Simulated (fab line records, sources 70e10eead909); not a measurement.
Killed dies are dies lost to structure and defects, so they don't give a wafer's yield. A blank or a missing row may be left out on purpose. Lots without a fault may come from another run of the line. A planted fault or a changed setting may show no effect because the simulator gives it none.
fab line records | flow nand_harc
record lots=6 wafers=18 last_day=32
route steps=1302 shown A_STAIRCASE@735 END@1302
lots that met no fault: from a run of the same line without faults
start_h: hours from the record's first day to the start of the lot's first wafer shown | wait_h: hours since the lot's step before | " the same as in the row above | L1.1+2: a row that stands for several wafers | - no value, or no start given | * or withheld: withheld | < > ~ a bound
route shown NAME@n: a module of which the file shows steps, and the number in the route of the first | usual: mean/standard deviation of fault-free wafers | same: alike in all rows | chamber/n: place in a boat | sites: the reading at each site | _std_site: their standard deviation | _edge_site: outer sites' mean less inner sites' | radius_mm: how far each site lies from the wafer's centre | mask NAME#n: copy n | behind: the tool/chamber that last shaped the wafer | hold: why the lot was held/for how many hours/how that ended | device: the transistor (n, p or np) that didn't switch | end of line: the same wafers' tests at the end of the route | a step without rows: its recipe alone | killed: dies lost to structure and defects at the first sort, not the wafer's yield | map: a wafer's dies, x killed, . not, _ none there
set.NAME: the setting as run; set.NAME@STEP: as run at that earlier step | model.NAME: the simulator's own value behind a step, which no gauge read
lots at some steps of the route; a table a step, a row a wafer
services: from which hour (start_h, from the record's first day; less than 0 if before it) a tool's chamber was out of use, for how many hours, and why
## steps
# step NHARC_A_STAIRCASE_ETCH_221
# recipe target_depth_a=1000 time_s=40.5 ion_energy_ev=400 c4f8_flow_sccm=20 o2_flow_sccm=10 ar_flow_sccm=withheld rf_w=600 bias_w=1000 chemistry=C4F8/O2
# usual oes_product_au=0.937/0.015 rf_fwd_power_W=592/3.5 rf_vpp_V=895/6.7
# columns lot.wafer tool chamber start_h wait_h oes_product_au rf_fwd_power_W rf_hours_counter_h rf_vpp_V
L981.2 rie_diel-09 3 - - 0.937 586 37 886
L981.1 " 0 " " 0.966 592 37 887
L981.3 " 1 " " 0.961 595 37 899
L983.2 rie_diel-11 3 - - 0.933 594 0 895
L983.3 " 0 " " 0.921 593 0 889
L983.6 " 1 " " 0.940 595 - 889
L985.4 rie_diel-05 1 - - 0.921 590 18 889
L985.2 " 3 " " 0.926 590 14 897
L985.5 " 1 " " 0.921 593 - 886
L987.3 rie_diel-09 1 - - 0.942 589 59 899
L987.6 " 1 " " 0.944 592 - 899
L987.5 " 2 " " 0.932 588 - 898
L994.2 rie_diel-05 1 - - 0.910 594 38 887
L994.5 " 1 " " 0.920 591 - 887
L994.6 " 2 " " 0.929 596 - 898
L996.4 rie_diel-11 0 - - 0.938 592 39 888
L996.3 " 1 " " 0.958 592 42 888
L996.1 " 2 " " 0.958 595 40 906
# step NHARC_A_STAIRCASE_TRIM_222
# recipe time_s=211.2 o2_flow_sccm=500 ar_flow_sccm=0 bias_w=0 chemistry=O2
# usual drypump_motor_current_A=5.71/0.27 oes_product_au=0.997/0.0091 rf_vpp_V=57.7/0.92 showerhead_plenum_p_Torr=3.49/0.18 throttle_valve_pct=17.037/0.0087
# columns lot.wafer tool chamber start_h wait_h drypump_motor_current_A oes_product_au rf_hours_counter_h rf_vpp_V showerhead_plenum_p_Torr throttle_valve_pct
L981.2 rie_diel-09 0 - - 5.30 0.992 37 56.5 3.27 17.036
L981.1 " 2 " " 5.85 0.991 37 57.2 3.59 17.032
L981.3 " 3 " " 5.40 0.987 38 59.9 3.29 17.029
L983.2 rie_diel-11 2 - - 6.03 1.004 0 59.5 3.81 17.010
L983.3 " 3 " " 5.68 0.990 0 57.1 3.48 17.035
L983.6 " 1 " " 5.47 1.002 - 57.1 3.34 17.046
L985.2 rie_diel-05 0 - - 5.57 0.995 18 58.1 3.34 17.037
L985.4 " 1 " " 5.80 0.987 18 56.0 3.32 17.034
L985.5 " 2 " " 6.08 0.999 - 58.5 3.59 17.049
L987.3 rie_diel-09 3 - - 5.33 0.999 56 55.9 3.28 17.037
L987.6 " 1 " " 5.46 0.997 - 58.6 3.61 17.035
L987.5 " 2 " " 5.89 0.996 - 58.1 3.58 17.061
L994.2 rie_diel-05 3 - - 6.04 1.003 33 58.5 3.55 17.028
L994.6 " 2 " " 6.05 1.005 - 57.6 3.58 17.034
L994.5 " 3 " " 6.04 1.005 - 58.7 3.55 17.029
L996.3 rie_diel-11 0 - - 5.97 0.982 39 55.0 3.30 17.042
L996.1 " 1 " " 5.46 0.995 42 56.8 3.32 17.049
L996.4 " 3 " " 5.69 0.982 40 56.4 3.45 17.036
# step NHARC_A_STAIRCASE_ETCH_223
# recipe target_depth_a=1000 time_s=40.5 ion_energy_ev=400 c4f8_flow_sccm=20 o2_flow_sccm=10 ar_flow_sccm=withheld rf_w=600 bias_w=1000 chemistry=C4F8/O2
# step NHARC_A_STAIRCASE_TRIM_224
# recipe time_s=211.2 o2_flow_sccm=500 ar_flow_sccm=0 bias_w=0 chemistry=O2
# step NHARC_A_STAIRCASE_ETCH_225
# recipe target_depth_a=1000 time_s=40.5 ion_energy_ev=400 c4f8_flow_sccm=20 o2_flow_sccm=10 ar_flow_sccm=withheld rf_w=600 bias_w=1000 chemistry=C4F8/O2
# step NHARC_A_STAIRCASE_TRIM_226
# recipe time_s=211.2 o2_flow_sccm=500 ar_flow_sccm=0 bias_w=0 chemistry=O2
# step NHARC_A_STAIRCASE_ETCH_227
# recipe target_depth_a=1000 time_s=40.5 ion_energy_ev=400 c4f8_flow_sccm=20 o2_flow_sccm=10 ar_flow_sccm=withheld rf_w=600 bias_w=1000 chemistry=C4F8/O2
# step NHARC_A_STAIRCASE_TRIM_229
# recipe time_s=211.2 o2_flow_sccm=500 ar_flow_sccm=0 bias_w=0 chemistry=O2
# usual drypump_motor_current_A=5.71/0.27 oes_product_au=0.996/0.0093 rf_vpp_V=57.7/0.9 showerhead_plenum_p_Torr=3.48/0.17 throttle_valve_pct=17.036/0.0093
# columns lot.wafer tool chamber start_h wait_h drypump_motor_current_A oes_product_au rf_hours_counter_h rf_vpp_V showerhead_plenum_p_Torr throttle_valve_pct
L981.3 rie_diel-09 3 417.79 0.1 5.38 0.987 38 57.2 3.29 17.023
L981.2 " 0 " " 5.29 0.991 38 57.2 3.27 17.012
L981.1 " 1 " " 5.46 0.997 37 58.0 3.62 17.041
L983.2 rie_diel-09 2 446.67 0.1 5.89 0.998 45 57.6 3.59 17.054
L983.3 " 0 " " 5.26 1.002 47 57.0 3.26 17.019
L983.6 " 2 " " 5.82 0.994 - 57.9 3.59 17.028
L985.2 rie_diel-11 1 471.04 0.1 5.46 1.009 10 57.5 3.33 17.039
L985.4 " 3 " " 5.70 0.994 8 57.4 3.47 17.043
L985.5 " 2 " " 6.07 1.005 - 58.2 3.80 17.010
L987.3 rie_diel-09 3 478.07 0.1 5.32 0.998 57 56.6 3.28 17.018
L987.6 " 2 " " 5.84 0.989 - 58.3 3.58 17.029
L987.5 " 1 " " 5.46 1.002 - 58.8 3.61 17.041
L994.2 rie_diel-11 3 540.40 0.1 5.68 0.988 33 57.9 3.46 17.040
L994.6 " 3 " " 5.69 0.985 - 57.7 3.46 17.040
L994.5 " 0 " " 5.95 0.990 - 57.3 3.31 17.027
L996.4 rie_diel-11 1 553.69 0.1 5.46 1.006 42 56.8 3.32 17.034
L996.3 " 2 " " 6.06 1.014 40 58.8 3.78 17.063
L996.1 " 3 " " 5.70 0.982 40 58.2 3.45 17.039
# step NHARC_A_STAIRCASE_ETCH_230
# recipe target_depth_a=1000 time_s=40.5 ion_energy_ev=400 c4f8_flow_sccm=20 o2_flow_sccm=10 ar_flow_sccm=withheld rf_w=600 bias_w=1000 chemistry=C4F8/O2
# step NHARC_A_STAIRCASE_TRIM_231
# recipe time_s=211.2 o2_flow_sccm=500 ar_flow_sccm=0 bias_w=0 chemistry=O2
# step NHARC_A_STAIRCASE_ETCH_232
# recipe target_depth_a=1000 time_s=40.5 ion_energy_ev=400 c4f8_flow_sccm=20 o2_flow_sccm=10 ar_flow_sccm=withheld rf_w=600 bias_w=1000 chemistry=C4F8/O2
# step NHARC_A_STAIRCASE_TRIM_233
# recipe time_s=211.2 o2_flow_sccm=500 ar_flow_sccm=0 bias_w=0 chemistry=O2
# usual drypump_motor_current_A=5.72/0.27 oes_product_au=0.999/0.0089 rf_vpp_V=57.8/0.98 showerhead_plenum_p_Torr=3.50/0.18 throttle_valve_pct=17.036/0.0093
# columns lot.wafer tool chamber start_h wait_h drypump_motor_current_A oes_product_au rf_hours_counter_h rf_vpp_V showerhead_plenum_p_Torr throttle_valve_pct
L981.3 rie_diel-09 2 418.30 - 5.90 1.000 38 58.2 3.59 17.050
L981.1 " 3 " " 5.36 0.992 38 55.2 3.29 17.050
L981.2 " 1 " " 5.46 1.006 37 57.4 3.62 17.036
L983.3 rie_diel-09 2 447.16 - 5.83 1.002 45 58.1 3.59 17.041
L983.2 " 3 " " 5.38 0.996 45 57.1 3.29 17.049
L983.6 " 3 " " 5.37 1.002 - 58.2 3.29 17.046
L985.2 rie_diel-11 3 471.64 - 5.70 0.996 8 57.5 3.47 17.038
L985.4 " 0 " " 5.96 0.988 10 55.5 3.32 17.046
L985.5 " 1 " " 5.50 1.010 - 57.3 3.33 17.038
L987.3 rie_diel-09 1 478.88 - 5.44 0.984 - 57.1 3.61 17.037
L987.6 " 1 " " 5.44 0.994 - 59.0 3.61 17.020
L987.5 " 2 " " 5.83 0.982 - 58.4 3.58 17.032
L994.2 rie_diel-11 1 540.95 - 5.48 1.015 36 56.8 3.32 17.042
L994.5 " 2 " " 6.07 1.017 - 56.0 3.79 17.024
L994.6 " 3 " " 5.69 1.005 - 57.1 3.46 17.028
L996.4 rie_diel-11 1 554.19 - 5.47 1.004 43 57.8 3.32 17.025
L996.1 " 2 " " 6.05 1.002 40 58.7 3.78 17.050
L996.3 " 3 " " 5.69 0.983 40 56.9 3.45 17.042
# step NHARC_A_STAIRCASE_ETCH_234
# recipe target_depth_a=1000 time_s=40.5 ion_energy_ev=400 c4f8_flow_sccm=20 o2_flow_sccm=10 ar_flow_sccm=withheld rf_w=600 bias_w=1000 chemistry=C4F8/O2
# step NHARC_A_STAIRCASE_TRIM_235
# recipe time_s=211.2 o2_flow_sccm=500 ar_flow_sccm=0 bias_w=0 chemistry=O2
# usual drypump_motor_current_A=5.71/0.27 oes_product_au=0.997/0.0097 rf_vpp_V=57.6/0.94 showerhead_plenum_p_Torr=3.49/0.17 throttle_valve_pct=17.037/0.0091
# columns lot.wafer tool chamber start_h wait_h drypump_motor_current_A oes_product_au rf_hours_counter_h rf_vpp_V showerhead_plenum_p_Torr throttle_valve_pct
L981.1 rie_diel-09 0 - - 5.28 1.000 38 58.8 3.27 17.044
L981.2 " 1 " " 5.45 1.001 38 57.3 3.62 17.046
L981.3 " 2 " " 5.87 0.997 38 58.8 3.59 17.019
L983.2 rie_diel-09 3 - - 5.34 0.985 45 57.8 3.29 17.040
L983.3 " 1 " " 5.46 0.992 47 57.6 3.62 17.041
L983.6 " 2 " " 5.83 0.995 - 57.2 3.59 17.020
L985.2 rie_diel-11 3 - - 5.69 0.987 8 57.2 3.47 17.041
L985.4 " 2 " " 6.07 1.005 9 57.6 3.80 17.056
L985.5 " 0 " " 5.96 0.983 - 60.0 3.32 17.034
L987.3 rie_diel-09 2 - - 5.81 0.996 - 57.7 3.58 17.028
L987.5 " 1 " " 5.46 0.988 - 58.4 3.61 17.048
L987.6 " 2 " " 5.84 0.995 - 57.6 3.58 17.024
L994.2 rie_diel-11 0 - - 5.95 0.987 34 56.6 3.31 17.044
L994.5 " 2 " " 6.08 1.019 - 58.9 3.79 17.045
L994.6 " 3 " " 5.69 0.988 - 58.7 3.46 17.029
L996.4 rie_diel-11 1 - - 5.47 1.012 43 56.5 3.31 17.039
L996.1 " 2 " " 6.08 1.015 40 59.3 3.78 17.035
L996.3 " 3 " " 5.70 0.985 40 58.2 3.45 17.055
# step NHARC_A_STAIRCASE_ETCH_236
# recipe target_depth_a=1000 time_s=40.5 ion_energy_ev=400 c4f8_flow_sccm=20 o2_flow_sccm=10 ar_flow_sccm=withheld rf_w=600 bias_w=1000 chemistry=C4F8/O2
# step NHARC_A_STAIRCASE_STRIP_238
# recipe power_w=1500 temp_c=250 chemistry=O2
# step NHARC_A_STAIRCASE_STRIP_239
# recipe time_s=900 temp_c=130 chemistry=SPM
# step NHARC_A_STAIRCASE_PRECLEAN_240
# recipe time_s=* temp_c=50 bath_age_min=0 chemistry=SC1
# step NHARC_A_STAIRCASE_SRD_241
# step NHARC_A_STAIRCASE_DEHYDRATE_242
# recipe temp_c=150 time_s=120
# step NHARC_A_STAIRCASE_HMDS_243
# recipe time_s=30
# step NHARC_A_STAIRCASE_COAT_244
# recipe spin_rpm=1200
# step NHARC_A_STAIRCASE_SOFTBAKE_245
# recipe temp_c=135 time_s=170
# step NHARC_A_STAIRCASE_EBR_246
# step NHARC_A_STAIRCASE_EXPOSE_247
# recipe na=0.5 dose_mj=25.34 mask_id=SDS_1
# step NHARC_A_STAIRCASE_PEB_248
# recipe peb_temp_c=115 peb_time_s=130
# step NHARC_A_STAIRCASE_DEVELOP_249
# recipe time_s=140
# step NHARC_A_STAIRCASE_HARDBAKE_251
# recipe temp_c=120 time_s=140
# step NHARC_A_STAIRCASE_DESCUM_252
# recipe time_s=3 o2_flow_sccm=200 ar_flow_sccm=0 bias_power_w=0 chemistry=O2
# step NHARC_A_STAIRCASE_ETCH_253
# recipe target_depth_a=500 time_s=20.2 ion_energy_ev=400 c4f8_flow_sccm=20 o2_flow_sccm=10 ar_flow_sccm=withheld rf_w=600 bias_w=1000 chemistry=C4F8/O2
# step NHARC_A_STAIRCASE_STRIP_254
# recipe power_w=1500 temp_c=250 chemistry=O2
# step NHARC_A_STAIRCASE_STRIP_255
# recipe time_s=900 temp_c=130 chemistry=SPM
# step NHARC_A_STAIRCASE_PRECLEAN_256
# recipe time_s=* temp_c=50 bath_age_min=0 chemistry=SC1
# step NHARC_A_STAIRCASE_SRD_257
# step NHARC_A_STAIRCASE_HM_DEP_456
# recipe target_thk_a=31000 temp_c=400 material=aC
# step NHARC_A_STAIRCASE_DEP_259
# recipe target_thk_a=300 target_thk_nm=30 temp_c=400 pressure_torr=3.5 flow_sccm=200 rf_w=350 material=SiON
# usual chamber_pressure_Torr=3.499/0.0084 heater_power_outer_w=442/54 heater_power_w=739/80 rf_fwd_power_W=348.5/1.1
# columns lot.wafer tool chamber start_h wait_h chamber_pressure_Torr heater_power_outer_w heater_power_w rf_fwd_power_W
L981.3 pecvd-02 1 425.00 1.0 3.521 435 754 348.0
L981.1 " 2 " " 3.499 563 850 348.7
L981.2 " 0 " " 3.499 436 734 347.6
L983.3 pecvd-03 2 452.97 1.0 3.507 485 811 350.4
L983.2 " 1 " " 3.494 351 601 347.8
L983.6 " 2 " " 3.494 478 824 350.4
L985.2 pecvd-03 1 477.55 1.3 3.507 380 630 348.1
L985.4 " 1 " " 3.494 389 644 348.4
L985.5 " 2 " " 3.470 507 889 350.4
L987.3 pecvd-04 2 485.75 0.9 3.498 420 703 349.3
L987.5 " 2 " " 3.504 419 718 347.7
L987.6 " 1 " " 3.509 567 902 347.7
L994.2 pecvd-02 1 547.94 1.3 3.503 450 750 348.5
L994.6 " 2 " " 3.499 549 832 350.0
L994.5 " 0 " " 3.488 389 687 348.1
L996.3 pecvd-02 2 559.62 1.4 3.506 515 782 349.1
L996.1 " 1 " " 3.506 409 689 348.8
L996.4 " 0 " " 3.513 427 748 347.1
# step NHARC_A_STAIRCASE_DEHYDRATE_260
# recipe temp_c=150 time_s=120
# step NHARC_A_STAIRCASE_HMDS_261
# recipe time_s=30
# step NHARC_A_STAIRCASE_COAT_262
# recipe spin_rpm=1200
# step NHARC_END_SORT_01
# recipe temp_c=25
# usual killed_at_array=53/21 killed_at_other=1.1/1.5 killed_at_periphery=3.9/2.7 killed_dies=58/21 killed_open=3.4/1.9 killed_short=2.3/1.5
# same gross_dies=677
# columns lot.wafer tool chamber start_h wait_h killed_at_array killed_at_other killed_at_periphery killed_dies killed_open killed_short
L981.1 prober-02 0 620.47 2.5 56 0 9 65 6 1
L981.2 prober-02 0 621.26 2.8 49 0 5 54 5 3
L981.3 prober-02 0 622.06 3.1 45 0 3 48 3 1
L987.3 prober-01 0 678.96 3.1 67 0 7 74 3 7
L987.5 prober-01 0 680.55 3.7 50 1 7 58 1 2
L987.6 prober-01 0 681.35 4.0 56 1 12 69 3 4
L994.2 prober-01 0 744.95 2.8 133 0 3 136 4 4
L994.5 prober-01 0 747.37 3.7 65 0 4 69 6 0
L994.6 prober-01 0 748.17 4.0 144 1 3 148 4 4
L996.1 prober-02 0 767.22 2.5 114 1 2 117 4 1
L996.3 prober-02 0 768.81 3.1 160 1 4 165 6 0
L996.4 prober-02 0 769.60 3.4 169 1 2 172 2 3
# killed by level:class
L981.1 A_SLIT:chamber_film_flake=32 A_CHANNEL_HOLE_D2:chamber_film_flake=14 P_BONDPAD:chamber_film_flake=6 P_GATE:geometric_particle:open=2 A_CHANNEL_HOLE_D1:chamber_film_flake=2 P_CONTACT:geometric_particle:open=1 A_ONON_D1:geometric_particle:open=1 A_CHANNEL_FILL_D1:geometric_particle:short=1
L981.2 A_SLIT:chamber_film_flake=25 A_CHANNEL_HOLE_D2:chamber_film_flake=12 P_M0:geometric_particle:open=2 P_BONDPAD:chamber_film_flake=2 A_WL_FILL:chamber_film_flake=2 A_CONTACT:chamber_film_flake=2 P_CONTACT:geometric_particle:open=1 A_CHANNEL_FILL_D2:geometric_particle:short=1
L981.3 A_SLIT:chamber_film_flake=23 A_CHANNEL_HOLE_D2:chamber_film_flake=10 A_CHANNEL_HOLE_D1:chamber_film_flake=4 A_WL_FILL:chamber_film_flake=3 A_CONTACT:chamber_film_flake=2 P_GATE:geometric_particle:open=1 P_CONTACT:geometric_particle:open=1 A_ONON_D1:geometric_particle:open=1
L987.3 A_SLIT:chamber_film_flake=34 A_CHANNEL_HOLE_D1:chamber_film_flake=7 A_BLC:chamber_film_flake=6 A_CONTACT:chamber_film_flake=5 A_STAIRCASE:chamber_film_flake=4 P_CONTACT:chamber_film_flake=3 A_M0:geometric_particle:short=2 P_GATE:geometric_particle:short=1
L987.5 A_SLIT:chamber_film_flake=30 A_BLC:chamber_film_flake=7 P_CONTACT:chamber_film_flake=6 A_STAIRCASE:chamber_film_flake=5 A_CHANNEL_HOLE_D1:chamber_film_flake=4 A_CHANNEL_FILL_D1:geometric_particle:short=1 A_BLC:geometric_particle:open=1 P_STI:chamber_film_flake=1
L987.6 A_SLIT:chamber_film_flake=32 P_CONTACT:chamber_film_flake=8 A_BLC:chamber_film_flake=7 A_CHANNEL_HOLE_D1:chamber_film_flake=6 P_STI:chamber_film_flake=3 A_ONON_D2:geometric_particle:short=2 A_STAIRCASE:chamber_film_flake=2 P_M0:geometric_particle:open=1
L994.2 A_STAIRCASE:unspecified=94 A_CHANNEL_HOLE_D1:chamber_film_flake=15 A_CONTACT:chamber_film_flake=7 A_SLIT:chamber_film_flake=5 A_CHANNEL_FILL_D1:geometric_particle:open=2 A_DECK1_JOINT:chamber_film_flake=2 P_CONTACT:geometric_particle:short=1 A_ONON_D2:geometric_particle:short=1
L994.5 A_STAIRCASE:unspecified=41 A_CHANNEL_HOLE_D1:chamber_film_flake=8 A_ZERO_WELL:chamber_film_flake=6 P_M0:geometric_particle:open=2 A_CHANNEL_FILL_D2:chamber_film_flake=2 A_SLIT:chamber_film_flake=2 A_CONTACT:chamber_film_flake=2 P_GATE:geometric_particle:open=1
L994.6 A_STAIRCASE:unspecified=104 A_CHANNEL_HOLE_D1:chamber_film_flake=9 A_M1:chamber_film_flake=5 A_SLIT:chamber_film_flake=4 A_CONTACT:chamber_film_flake=4 A_ZERO_WELL:chamber_film_flake=3 A_WL_FILL:chamber_film_flake=3 P_GATE:chamber_film_flake=2
L996.1 A_STAIRCASE:unspecified=36 A_SLIT:chamber_film_flake=32 A_CHANNEL_HOLE_D2:chamber_film_flake=24 A_CHANNEL_HOLE_D1:chamber_film_flake=7 A_WL_FILL:chamber_film_flake=3 A_DECK1_JOINT:chamber_film_flake=3 A_STAIRCASE:chamber_film_flake=3 A_M1:chamber_film_flake=3
L996.3 A_STAIRCASE:unspecified=97 A_SLIT:chamber_film_flake=23 A_CHANNEL_HOLE_D2:chamber_film_flake=19 A_CHANNEL_HOLE_D1:chamber_film_flake=7 P_GATE:chamber_film_flake=3 A_SGD_CUT:geometric_particle:open=2 A_DECK1_JOINT:chamber_film_flake=2 A_STAIRCASE:chamber_film_flake=2
L996.4 A_STAIRCASE:unspecified=88 A_SLIT:chamber_film_flake=30 A_CHANNEL_HOLE_D2:chamber_film_flake=26 A_CHANNEL_HOLE_D1:chamber_film_flake=10 A_M1:chamber_film_flake=4 A_CONTACT:chamber_film_flake=3 A_CHANNEL_HOLE_D2:geometric_particle:open=2 A_DECK1_JOINT:geometric_particle:short=1
# map L994.6 (x killed, . not)
____________.____________
_________......._________
_______.....x....._______
______.............______
_____x..........x..._____
____.........x.......____
____....xxx..........____
___.....x......x......___
___....xx.x......x....___
__.x.x....x.x..........__
__..x...x.x.x.....x....__
_....xxxx.xx...x........_
_...x.xxxxxxxx.x........_
_x....xxxxxxxx....x....._
_.....xxxxxxxxxx........_
_......xxxxxxxx........._
......xxxxxxxxxx.........
......xxxxxxxxx..........
......xxxxxxxxxxx........
......xxxxxxxxx..x......x
......xxxxxxxxx..x.......
_x....xxxxxxxx.........._
_.....xxxxxxx..........._
_......x.x.xx..........._
_.x..x....x..xx........._
_x......................_
__.....................__
__...................x.__
___x...x..............___
___...................___
____.................____
____....x............____
_____..............._____
______.............______
_______..........._______
_________......._________
____________.____________
# map L996.4 (x killed, . not)
____________.____________
_________......._________
_______.....x...x._______
______........x....______
_____..............._____
____.................____
____.................____
___...............x...___
___....x..x..........x___
__..xxxxxxx.x.....x....__
__.xxxx..x...x.x..x....__
_...xxxxx.......xxx....._
_..x.xxxx.......xxxx...._
_.....xxxx....xxxxx.x..._
_..xxxxx..x....xxx.x...x_
_.....xxx.........xxx..._
......x.........xx..x....
...............x.x.......
......xx......x.....x....
....x.xx...........x.....
...xxxxx.x.........x.....
_..xxxxxx..............._
_.xxxxxxx..............._
_.xxxxxxxx.............._
_xxxxxxxxx.............._
_xxxxxxxxx.............._
__xxxxxxxx........x....__
__xxxxxxx.x.x..........__
___xxxxxxxx...........___
___xxxxxx.............___
____xxxx.xx..........____
____x.x..............____
_____.x............._____
______x.....x......______
_______..........._______
_________......._________
____________x____________
## services
# columns tool chamber start_h hours kind
pecvd-03 1 394.53 6.1 repair
rie_diel-11 3 395.85 1.2 repair
rie_diel-09 0 403.12 - clean
rie_diel-09 1 403.12 - clean
rie_diel-09 2 403.12 - clean
rie_diel-09 3 403.12 - clean
rie_diel-05 - 406.60 9.0 pm
pecvd-02 - 408.06 13.0 pm
rie_diel-11 0 417.14 - clean
rie_diel-11 1 417.14 - clean
rie_diel-11 2 417.14 - clean
rie_diel-11 3 417.14 - clean
rie_diel-09 0 428.10 - clean
rie_diel-09 1 428.10 - clean
rie_diel-09 2 428.10 - clean
rie_diel-11 - 435.80 9.0 pm
pecvd-04 - 450.26 13.0 pm
rie_diel-09 3 478.20 7.3 repair
rie_diel-09 - 498.49 9.0 pm
rie_diel-05 2 514.91 3.0 repair
pecvd-02 2 528.67 2.1 repair
pecvd-03 - 547.07 13.0 pm
rie_diel-05 0 554.66 1.3 repair
rie_diel-11 - 555.10 0.7 repair
## key
first_sign step=NHARC_END_SORT_01 reading=killed_at_array direction=up sigmas=3.7 usual=53 struck=131 wafers_moved=5
effect step=NHARC_END_SORT_01 reading=killed_dies direction=up sigmas=3.5 usual=58 struck=134 wafers_moved=5
more_kills_born_at NHARC_A_STAIRCASE_TRIM_233@rie_diel-11=460
met_at NHARC_A_STAIRCASE_TRIM_233
struck_wafers L994.2,L994.5,L994.6,L996.1,L996.3,L996.4
tester_left_out L994,L996
onset_between 471.64 540.95
also_fits time
fault kind=chamber_particle_source tool=rie_diel-11 chamber=- onset_h=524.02 steps=NHARC_A_STAIRCASE_TRIM_233 rate_per_visit_cm2=1.7321 end_h=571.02
# tester_left_out: of these lots the tester's yield and bins aren't shown, on N5 and GAA mostly nor the transistor test; their killed dies are dies lost to structure and defects alone, not to doping, threshold or leakage, so they don't give the yield
